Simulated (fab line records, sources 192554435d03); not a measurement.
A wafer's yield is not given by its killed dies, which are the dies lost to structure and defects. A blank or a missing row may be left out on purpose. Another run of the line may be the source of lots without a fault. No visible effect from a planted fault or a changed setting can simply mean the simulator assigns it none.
Split-lot study :: flow n5 finfet :: 7 lots, 21 wafers read, on a route of 1938 steps

== ABOUT THE SPLIT ==
At N5_FIN_SAQP_SPACER1_ALD_24 (deposits SiO2, target thk 20.3 nm, pulse time 1 s, purge time 2 s), the setting ald cycles was moved away from the recipe's 218 on 6 of the 21 wafers read, by -11.9% to +8.3%. For the rest of the wafers, this setting stayed at what the recipe calls for.

== FROM THE SPLIT TO THE READING: what the file shows between them, 2 steps ==
- N5_FIN_SAQP_SPACER1_ETCHBACK_25: etches SiO2 in CHF3/O2, target depth 24.4 nm, time 12.2 s
- N5_FIN_SAQP_MANDREL1_REMOVE_56: chemistry HBr/Cl2/O2, target a-Si, stops on SiNx, bt time 10 s

== THE READING ==
cd nm at N5_FIN_SAQP_CD_MEAS_27, given in nm (cd target 20 nm). Typical for fault-free wafers on this fab line: 20.28 nm, with standard deviation 0.22 nm.

wafer: L081.2
tool, chamber at the split: ald sin-04, 1
ald cycles as run: 192
against the recipe: -11.9%
cd nm, nm: 17.62
against lot-mates on the recipe: -2.63

wafer: L081.5
tool, chamber at the split: ald sin-04, 3
ald cycles as run: 218
against the recipe: recipe
cd nm, nm: 20.25
against lot-mates on the recipe: -

wafer: L081.6
tool, chamber at the split: ald sin-04, 0
ald cycles as run: 192
against the recipe: -11.9%
cd nm, nm: 17.90
against lot-mates on the recipe: -2.35

wafer: L083.2
tool, chamber at the split: ald sin-03, 0
ald cycles as run: 218
against the recipe: recipe
cd nm, nm: 20.32
against lot-mates on the recipe: -

wafer: L083.4
tool, chamber at the split: ald sin-03, 1
ald cycles as run: 196
against the recipe: -10.1%
cd nm, nm: 18.00
against lot-mates on the recipe: -2.36

wafer: L083.5
tool, chamber at the split: ald sin-03, 0
ald cycles as run: 218
against the recipe: recipe
cd nm, nm: 20.39
against lot-mates on the recipe: -

wafer: L085.1
tool, chamber at the split: ald sin-01, 0
ald cycles as run: 218
against the recipe: recipe
cd nm, nm: 20.62
against lot-mates on the recipe: -

wafer: L085.2
tool, chamber at the split: ald sin-01, 1
ald cycles as run: 218
against the recipe: recipe
cd nm, nm: 20.19
against lot-mates on the recipe: -

wafer: L085.6
tool, chamber at the split: ald sin-01, 0
ald cycles as run: 230
against the recipe: +5.5%
cd nm, nm: 21.43
against lot-mates on the recipe: +1.02

wafer: L086.3
tool, chamber at the split: ald sin-03, 0,3
ald cycles as run: 218
against the recipe: recipe
cd nm, nm: 20.33
against lot-mates on the recipe: -

wafer: L086.5
tool, chamber at the split: ald sin-03, 2
ald cycles as run: 218
against the recipe: recipe
cd nm, nm: 20.35
against lot-mates on the recipe: -

wafer: L086.6
tool, chamber at the split: ald sin-03, 0,3
ald cycles as run: 218
against the recipe: recipe
cd nm, nm: 20.31
against lot-mates on the recipe: -

wafer: L089.3
tool, chamber at the split: ald sin-04, 1,3
ald cycles as run: 236
against the recipe: +8.3%
cd nm, nm: 21.81
against lot-mates on the recipe: +1.57

wafer: L089.5
tool, chamber at the split: ald sin-04, 2
ald cycles as run: 218
against the recipe: recipe
cd nm, nm: 20.24
against lot-mates on the recipe: -

wafer: L089.6
tool, chamber at the split: ald sin-04, 1,3
ald cycles as run: 236
against the recipe: +8.3%
cd nm, nm: 22.08
against lot-mates on the recipe: +1.84

wafer: L090.2
tool, chamber at the split: ald sin-01, 3,2,2
ald cycles as run: 218
against the recipe: recipe
cd nm, nm: 20.09
against lot-mates on the recipe: -

wafer: L090.4
tool, chamber at the split: ald sin-01, 3,2,2
ald cycles as run: 218
against the recipe: recipe
cd nm, nm: 20.41
against lot-mates on the recipe: -

wafer: L090.6
tool, chamber at the split: ald sin-01, 3,2,2
ald cycles as run: 218
against the recipe: recipe
cd nm, nm: 20.12
against lot-mates on the recipe: -

wafer: L096.2
tool, chamber at the split: ald sin-01, 2,1
ald cycles as run: 218
against the recipe: recipe
cd nm, nm: 20.40
against lot-mates on the recipe: -

wafer: L096.3
tool, chamber at the split: ald sin-01, 0
ald cycles as run: 218
against the recipe: recipe
cd nm, nm: 20.52
against lot-mates on the recipe: -

wafer: L096.5
tool, chamber at the split: ald sin-01, 2,1
ald cycles as run: 218
against the recipe: recipe
cd nm, nm: 20.18
against lot-mates on the recipe: -
When a row names more than one chamber, that row covers several wafers, and the file does not tell which wafer ran in which chamber.

THE FIT
A straight line over all 21 wafers: cd nm changes by +0.212 nm for each +1% of ald cycles; r = +0.99; the points scatter about the line by 0.15 nm.
The same after taking each lot's own level away (the mean of its wafers on the recipe; 21 wafers): +0.211 nm for each +1%; r = +0.99; scatter 0.14 nm.
That fit puts the effect of the largest move of ald cycles on the reading at 2.5 nm.
Across the lots, their own levels run from 20.207 to 20.405 nm, a range of 0.9 times the standard deviation given above.
So the lot-to-lot level changes the slope little: the two slopes agree.
Check: with one of the wafers moved furthest among these (-11.9%) left out of the fit, the line predicts -2.5 nm for it against its lot-mates. Against them it came out at -2.63 nm.

== THESE WAFERS: OTHER SPLITS ==
Other splits were also applied to these wafers ahead of the reading. Each is held against what the fit with the lots' levels taken away leaves over:
other split on the same wafers: N5_WELL_APT_COAT_19 spin rpm
wafers away from the commonest value: 10
r with cd nm (lot level and that fit taken away): -0.14

== THE WHOLE CHAIN: every reading that the file lists as answering this split, in the file's order ==
step: N5_FIN_SAQP_SPACER1_ALD_24
what it does: deposits SiO2, target thk 20.3 nm, pulse time 1 s, purge time 2 s
reading: SiO2_of_FIN_SAQP_SPACER1_ALD_24.thk nm (the simulator's own value, which no gauge read)
change (the file's fit): +0.201 nm for each +1% of the setting
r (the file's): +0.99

step: N5_FIN_SAQP_MANDREL1_REMOVE_56
what it does: chemistry HBr/Cl2/O2, target a-Si, stops on SiNx, bt time 10 s
reading: FIN_SAQP.cd nm (the simulator's own value, which no gauge read)
change (the file's fit): +0.194 nm for each +1% of the setting
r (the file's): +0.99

step: N5_FIN_SAQP_CD_MEAS_27
what it does: target cd 20 nm
reading: cd nm
change (the file's fit): +0.214 nm for each +1% of the setting
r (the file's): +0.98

== THE FILE'S OWN FIT ==
cd nm changes by +0.214 nm for each +1% of ald cycles, r = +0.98.
